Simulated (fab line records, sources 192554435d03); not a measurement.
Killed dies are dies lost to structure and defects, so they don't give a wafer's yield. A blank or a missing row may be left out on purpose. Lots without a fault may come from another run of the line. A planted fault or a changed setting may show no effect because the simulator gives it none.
Which tool did it? | flow n5_finfet | 24 lots, 72 wafers sampled, at 4 steps of a route of 1938

WHAT THE GAUGES READ, wafer by wafer
N5_BEOL_M15_CD_MEAS_10: target cd 360 nm. Usual: cd_nm 360.4 nm, standard deviation 1.2.
lot  | measured     | on        | cd_nm (nm)        | flag
L074 | day 11 03:57 | cd_sem-01 | 362.6 361.6 359.4 |
L075 | day 11 08:50 | cd_sem-03 | 360.7 360.7 361.8 |
L076 | day 11 19:57 | cd_sem-03 | 360.2 359.7 361.7 |
L077 | day 11 20:11 | cd_sem-03 | 358.8 359.0 358.7 |
L078 | day 11 20:52 | cd_sem-01 | 362.5 361.8 360.7 |
L079 | day 12 10:28 | cd_sem-02 | 360.8 361.9 360.4 |
L080 | day 12 15:59 | cd_sem-03 | 359.8 360.7 360.0 |
L081 | day 12 16:28 | cd_sem-03 | 360.7 358.3 360.1 |
L083 | day 12 23:13 | cd_sem-02 | 358.8 360.3 359.1 |
L084 | day 13 04:36 | cd_sem-01 | 358.5 357.2 358.7 |
L082 | day 13 12:17 | cd_sem-03 | 359.7 358.6 358.5 |
L085 | day 13 12:28 | cd_sem-02 | 362.6 360.7 362.1 |
L088 | day 14 10:18 | cd_sem-02 | 359.5 360.3 359.6 |
L086 | day 14 14:36 | cd_sem-02 | 360.6 360.4 360.3 |
L087 | day 14 15:06 | cd_sem-02 | 361.6 359.3 360.8 |
L089 | day 15 06:26 | cd_sem-02 | 360.2 358.0 359.3 |
L091 | day 15 16:13 | cd_sem-01 | 362.6 362.4 362.6 |
L090 | day 15 23:28 | cd_sem-02 | 361.6 360.1 360.4 |
L093 | day 16 09:53 | cd_sem-01 | 360.6 359.4 360.5 |
L092 | day 16 14:02 | cd_sem-02 | 362.1 359.6 361.3 |
L094 | day 16 16:03 | cd_sem-02 | 360.4 360.6 360.3 |
L096 | day 17 01:21 | cd_sem-01 | 359.2 359.9 361.0 |
L097 | day 17 03:31 | cd_sem-02 | 360.5 359.2 360.6 |
L095 | day 17 11:15 | cd_sem-01 | 359.6 361.4 359.5 |

N5_BEOL_M15_INSPECT_12: inspects for defects (macro). Usual: raw_defect_count 2.1, standard deviation 1.3.
lot  | measured     | on                | raw_defect_count | flag
L074 | day 11 04:01 | defect_inspect-01 | 1 2 2            |
L075 | day 11 08:55 | defect_inspect-01 | 4 4 0            |
L076 | day 11 20:01 | defect_inspect-01 | 1 2 2            |
L077 | day 11 20:14 | defect_inspect-02 | 2 3 3            |
L078 | day 11 20:55 | defect_inspect-02 | 2 0 5            |
L079 | day 12 10:31 | defect_inspect-02 | 1 3 1            |
L080 | day 12 16:03 | defect_inspect-01 | 5 1 3            |
L081 | day 12 16:31 | defect_inspect-02 | 3 2 1            |
L083 | day 12 23:16 | defect_inspect-01 | 4 2 2            |
L084 | day 13 04:39 | defect_inspect-02 | 0 2 2            |
L082 | day 13 12:20 | defect_inspect-02 | 3 2 0            |
L085 | day 13 12:31 | defect_inspect-02 | 2 3 3            |
L088 | day 14 10:22 | defect_inspect-02 | 1 1 2            |
L086 | day 14 14:40 | defect_inspect-02 | 1 3 0            |
L087 | day 14 15:10 | defect_inspect-01 | 2 1 2            |
L089 | day 15 06:29 | defect_inspect-02 | 1 2 0            |
L091 | day 15 16:16 | defect_inspect-01 | 0 2 0            |
L090 | day 15 23:32 | defect_inspect-02 | 1 2 2            |
L093 | day 16 09:56 | defect_inspect-02 | 2 2 1            |
L092 | day 16 14:05 | defect_inspect-02 | 2 1 1            |
L094 | day 16 16:06 | defect_inspect-01 | 1 0 2            |
L096 | day 17 01:24 | defect_inspect-01 | 3 1 2            |
L097 | day 17 03:34 | defect_inspect-01 | 3 0 3            |
L095 | day 17 11:18 | defect_inspect-02 | 1 2 1            |

WHICH TOOL RAN EACH LOT (tool, then ch and the chambers of the sampled wafers, then the start)
lot  | N5_BEOL_M14_DEGAS_41         | N5_BEOL_M14_SPUTTER_43
L074 | pvd_sputter-02, day 11 02:04 | pvd_sputter-02, day 11 02:09
L075 | pvd_sputter-03, day 11 06:42 | pvd_sputter-03, day 11 06:47
L076 | pvd_sputter-03, day 11 17:56 | pvd_sputter-03, day 11 18:01
L077 | pvd_sputter-02, day 11 18:04 | pvd_sputter-02, day 11 18:09
L078 | pvd_sputter-01, day 11 18:46 | pvd_sputter-01, day 11 18:50
L079 | pvd_sputter-01, day 12 08:35 | pvd_sputter-01, day 12 08:40
L080 | pvd_sputter-01, day 12 13:22 | pvd_sputter-01, day 12 13:27
L081 | pvd_sputter-01, day 12 13:46 | pvd_sputter-01, day 12 13:51
L083 | pvd_sputter-02, day 12 21:05 | pvd_sputter-02, day 12 21:10
L084 | pvd_sputter-03, day 13 02:35 | pvd_sputter-03, day 13 02:40
L082 | pvd_sputter-02, day 13 09:41 | pvd_sputter-02, day 13 09:46
L085 | pvd_sputter-01, day 13 09:55 | pvd_sputter-01, day 13 09:59
L088 | pvd_sputter-03, day 14 06:10 | pvd_sputter-03, day 14 06:15
L086 | pvd_sputter-03, day 14 10:21 | pvd_sputter-03, day 14 10:26
L087 | pvd_sputter-02, day 14 10:56 | pvd_sputter-02, day 14 11:01
L089 | pvd_sputter-02, day 15 00:56 | pvd_sputter-02, day 15 01:01
L091 | pvd_sputter-03, day 15 10:50 | pvd_sputter-03, day 15 10:55
L090 | pvd_sputter-01, day 15 17:58 | pvd_sputter-01, day 15 18:03
L093 | pvd_sputter-01, day 16 05:32 | pvd_sputter-01, day 16 05:37
L092 | pvd_sputter-02, day 16 09:55 | pvd_sputter-02, day 16 10:00
L094 | pvd_sputter-02, day 16 11:07 | pvd_sputter-02, day 16 11:12
L096 | pvd_sputter-02, day 16 23:19 | pvd_sputter-02, day 16 23:24
L097 | pvd_sputter-02, day 17 01:29 | pvd_sputter-02, day 17 01:34
L095 | pvd_sputter-01, day 17 08:55 | pvd_sputter-01, day 17 08:59
- N5_BEOL_M14_DEGAS_41: time 60 s.
- N5_BEOL_M14_SPUTTER_43: material TaN, target thk 15 nm, time 24.19 s.

WHAT THE TOOLS THEMSELVES READ (means of the sampled wafers that have a number; where no wafer has one, the mark that the record gives instead)
N5_BEOL_M14_DEGAS_41. Usual: heater_power_w 481 W, standard deviation 55.
lot  | tool           | heater_power_w (W) | flag
L074 | pvd_sputter-02 | 469                |
L075 | pvd_sputter-03 | 481                |
L076 | pvd_sputter-03 | 574                |
L077 | pvd_sputter-02 | 435                |
L078 | pvd_sputter-01 | 487                |
L079 | pvd_sputter-01 | 462                |
L080 | pvd_sputter-01 | 500                |
L081 | pvd_sputter-01 | 477                |
L083 | pvd_sputter-02 | 450                |
L084 | pvd_sputter-03 | 524                |
L082 | pvd_sputter-02 | 443                |
L085 | pvd_sputter-01 | 475                |
L088 | pvd_sputter-03 | 534                |
L086 | pvd_sputter-03 | 479                |
L087 | pvd_sputter-02 | 441                |
L089 | pvd_sputter-02 | 481                |
L091 | pvd_sputter-03 | 604                |
L090 | pvd_sputter-01 | 483                |
L093 | pvd_sputter-01 | 479                |
L092 | pvd_sputter-02 | 466                |
L094 | pvd_sputter-02 | 446                |
L096 | pvd_sputter-02 | 472                |
L097 | pvd_sputter-02 | 438                |
L095 | pvd_sputter-01 | 477                |

N5_BEOL_M14_SPUTTER_43. Usual: throttle_valve_pct 30.0 %, standard deviation 0.62.
lot  | tool           | throttle_valve_pct (%) | flag
L074 | pvd_sputter-02 | 29.5                   |
L075 | pvd_sputter-03 | 29.0                   |
L076 | pvd_sputter-03 | 29.8                   |
L077 | pvd_sputter-02 | 29.6                   |
L078 | pvd_sputter-01 | 30.6                   |
L079 | pvd_sputter-01 | 30.2                   |
L080 | pvd_sputter-01 | 30.2                   |
L081 | pvd_sputter-01 | 30.3                   |
L083 | pvd_sputter-02 | 30.5                   |
L084 | pvd_sputter-03 | 29.5                   |
L082 | pvd_sputter-02 | 29.6                   |
L085 | pvd_sputter-01 | 30.4                   |
L088 | pvd_sputter-03 | 29.6                   |
L086 | pvd_sputter-03 | 29.1                   |
L087 | pvd_sputter-02 | 29.7                   |
L089 | pvd_sputter-02 | 30.0                   |
L091 | pvd_sputter-03 | 29.8                   |
L090 | pvd_sputter-01 | 30.6                   |
L093 | pvd_sputter-01 | 30.2                   |
L092 | pvd_sputter-02 | 29.7                   |
L094 | pvd_sputter-02 | 30.1                   |
L096 | pvd_sputter-02 | 29.2                   |
L097 | pvd_sputter-02 | 29.6                   |
L095 | pvd_sputter-01 | 30.6                   |

THE ANSWER, worked out from the rows above alone
Rule: a lot is off if the mean of its wafers that have a number lies more than 3 standard deviations from the usual mean. A lot without any number at a reading at which 4 lots or more have one is off too. The other lots that the step has rows for count as sound. The gauges are gone through in route order, then the tools' own readings, and for those a lot's mean is taken as printed above. The first step at which some lot is off is used, and at that step the reading that is off furthest; a lot without a number counts as furthest.
No lot is off at any reading shown: from this, nothing can be told.

WHAT THE SIMULATOR HAD PUT IN
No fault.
